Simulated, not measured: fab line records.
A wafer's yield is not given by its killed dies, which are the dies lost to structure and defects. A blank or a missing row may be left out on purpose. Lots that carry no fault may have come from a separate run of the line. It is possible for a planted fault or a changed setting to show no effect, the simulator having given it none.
Comparing a struck lot with a sound one | flow n5 finfet | 38 steps out of a route of 1938
Sound: the wafers L436.1, L436.2, L436.4. Struck: wafer L441.4 (left out: L441.2, L441.5 of the same lot, which were not struck); the cause appears at the end.
Order at every step that has rows: each side's tool, ch and its chambers, its first start. Under that, the readings that differ: sound wafers | struck wafers | difference of the means | sigmas: that difference in standard deviations of wafers without a fault.
alike: readings whose means differ by less than 2 such deviations, and words and numbers that are the same on both sides. not compared: withheld readings, readings that some wafer has no value for, bounds like >300 that may hide the same value, and numbers for which the record gives no deviation and whose values overlap.
A row with sigmas, a row that says differs or no value, or rows on one side alone: a step with any of these is where the two part. Non-overlapping numbers with no deviation appear without sigmas and do not part them. Lack of a reading on every wafer of one side parts them only where that side has two or more wafers.

first, 9 steps without rows for these wafers: N5_BEOL_M10_PEB_26 (peb time 60 s); N5_BEOL_M10_DEVELOP_27 (develop time 30 s); N5_BEOL_M10_DESCUM_33 (chemistry O2, time 7.9 s); N5_BEOL_M10_ETCH_65 (etches SiARC in CF4, target depth 39 nm, time 65 s); N5_BEOL_M10_ETCH_66 (etches SOC in N2/H2, target depth 120 nm, overetch 24 nm, time 180 s); N5_BEOL_M10_STRIP_69 (strips in N2/H2); N5_BEOL_M10_VIA_ETCH_34 (etches SiCOH lowk in C4F6/O2, target depth 184.5 nm, time 69.2 s); N5_BEOL_M10_STRIP_73 (strips in C4F6/O2); N5_BEOL_M10_STRIP_36 (strips in N2/H2).
N5_BEOL_M10_TRENCH_ETCH_37: etches SiCOH lowk in C4F6/O2, target depth 148.83 nm, time 48 s.
  sound on rie diel-03 ch 2,3, day 11 23:31; struck on rie diel-03 ch 2, day 13 15:23
  reading                                     | sound             | struck | difference | sigmas
  C4F6_flow_sccm (sccm)                       | 9.95 9.97 9.94    | 10.03  | +0.08      | +3
  oes product au (a.u.)                       | 0.77 0.86 0.77    | 1.02   | +0.22      | +3
  model.BEOL_M10.feature depth nm (nm)        | 143.4 154.8 142.8 | 209    | +62        |
  model.etch.depth nm (nm)                    | 143.3 154.8 142.9 | 209.1  | +62.1      |
  model.TiN_of_BEOL_M10_HM_DEP_02.thk nm (nm) | 16 15.8 16.2      | 13.8   | -2.2       |
  alike: drypump motor current A, oes_f_703_au, rf vpp V, showerhead plenum p Torr, throttle valve pct
  not compared: rf hours counter h
then, 2 steps without rows for these wafers: N5_BEOL_M10_ETCH_41 (etches SiCN in CH3F/O2, target depth 42.6 nm, time 86 s); N5_BEOL_M10_STRIP_77 (strips in N2/H2, time 10 s).
N5_BEOL_M10_OCD_MEAS_38:
  struck on ocd-01, day 13 15:35; sound on ocd-01, day 11 23:41
  reading              | sound       | struck | difference | sigmas
  trench depth nm (nm) | 143 154 143 | 209    | +62        | +16
then, 13 steps without rows for these wafers: N5_BEOL_M10_HM_STRIP_39 (strips TiN in peroxide tin strip, target depth 25 nm, time 158 s); N5_BEOL_M10_SRD_40 (time 30 s); N5_BEOL_M10_PRECLEAN_42 (cleans in residue remover, time 60 s); N5_BEOL_M10_SRD_43 (time 30 s); N5_BEOL_M10_CURE_72 (cures SiCOH lowk, time 120 s); N5_BEOL_M10_DEGAS_44 (time 60 s); N5_BEOL_M10_PRE_CLEAN_45 (time 30 s); N5_BEOL_M10_ALD_74 (deposits TaN, target thk 2 nm, pulse time 2 s, purge time 3 s); N5_BEOL_M10_SURFACE_TREAT_76; N5_BEOL_M10_CVD_75 (deposits Co from CCTBA/H2, target thk 2 nm, time 138.9 s); N5_BEOL_M10_SPUTTER_48 (material Cu, target thk 12 nm, time 2 s); N5_BEOL_M10_ECD_50 (material Cu, target thk 318 nm); N5_BEOL_M10_ANNEAL_51 (time 90 s).
N5_BEOL_M10_CMP_52: polishes, stops on SiCOH lowk, t overpolish 7 s, target thk 140 nm.
  sound on cmp-04 ch 0,1,3, day 12 02:03; struck on cmp-02 ch 0, day 13 19:07
  reading                                 | sound             | struck | difference | sigmas
  model.Cu_of_BEOL_M10_ECD_50.thk nm (nm) | 135.2 146.2 136.2 | 202.2  | +63.0      |
  alike: motor current A
N5_BEOL_M10_THK_MEAS_53: measures by xrf.
  struck on film metro-02, day 13 19:24; sound on film metro-02, day 12 02:19
  reading      | sound       | struck | difference | sigmas
  M10_THK (nm) | 134 145 135 | 201    | +63        | +15
then, 2 steps without rows for these wafers: N5_BEOL_M10_PRE_CLEAN_55 (time 15 s); N5_BEOL_M10_DEP_56 (deposits SiCN from 3MS/NH3, target thk 15 nm, time 26.5 s).
N5_BEOL_M10_RS_MEAS_57: the measuring method here is four-point-probe.
  struck on film metro-02, day 13 19:32; sound on film metro-01, day 12 02:27
  reading         | sound             | struck | difference | sigmas
  M10_RS (ohm/sq) | 0.157 0.144 0.155 | 0.101  | -0.051     | -11
then, 5 steps without rows for these wafers: N5_BEOL_M11_ILD_DEP_00 (deposits SiCOH lowk from DEMS/porogen, target thk 308.51 nm, time 58 s); N5_BEOL_M11_CURE_71 (cures SiCOH lowk, time 240 s); N5_BEOL_M11_PECVD_70 (deposits SiO2 from TEOS/O2, target thk 20 nm, time 22.7 s); N5_BEOL_M11_HM_DEP_02 (deposits TiN, target thk 20 nm); N5_BEOL_M11_COAT_59 (time 60 s, resist thk 100 nm).
N5_BEOL_M15_RC_MEAS_101:
  sound on prober-02 ch 0, day 13 14:23; struck on prober-02 ch 0, day 15 06:26
  reading                    | sound                   | struck  | difference | sigmas
  COMB_M13 (S/m)             | 3.8e-12 6.4e-12 5.2e-12 | 3.2e-12 | -1.9e-12   | -2
  SERP_M10 (ohm/um)          | 3.13 2.90 3.11          | 2.03    | -1.02      | -8
  SERP_M10_max_site (ohm/um) | 3.24 3.08 3.17          | 2.10    | -1.06      | -9
  SERP_M8 (ohm/um)           | 14.2 11.8 13.7          | 15.4    | +2.2       | +3
  SERP_M8_max_site (ohm/um)  | 14.4 12.9 14.3          | 16.4    | +2.5       | +3
  alike: COMB_M11, COMB_M12, COMB_M14, COMB_M15, COMB_M5, COMB_M6, COMB_M7, COMB_M8, COMB_M9, SERP_M11, SERP_M12, SERP_M13, SERP_M14, SERP_M5, SERP_M6, SERP_M6_max_site, SERP_M7, SERP_M9, SERP_M9_max_site
N5_PASSIVATION_PROBE_49:
  sound wafers here have rows in the record (prober-01, day 14 07:05); struck ones have none

## WHERE THEY PART
At N5_BEOL_M10_TRENCH_ETCH_37 first; at N5_PASSIVATION_PROBE_49 last (within this record only).

WHY: what the simulator had put in
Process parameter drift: rie diel-03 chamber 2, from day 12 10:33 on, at N5_BEOL_M10_TRENCH_ETCH_37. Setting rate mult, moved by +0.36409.
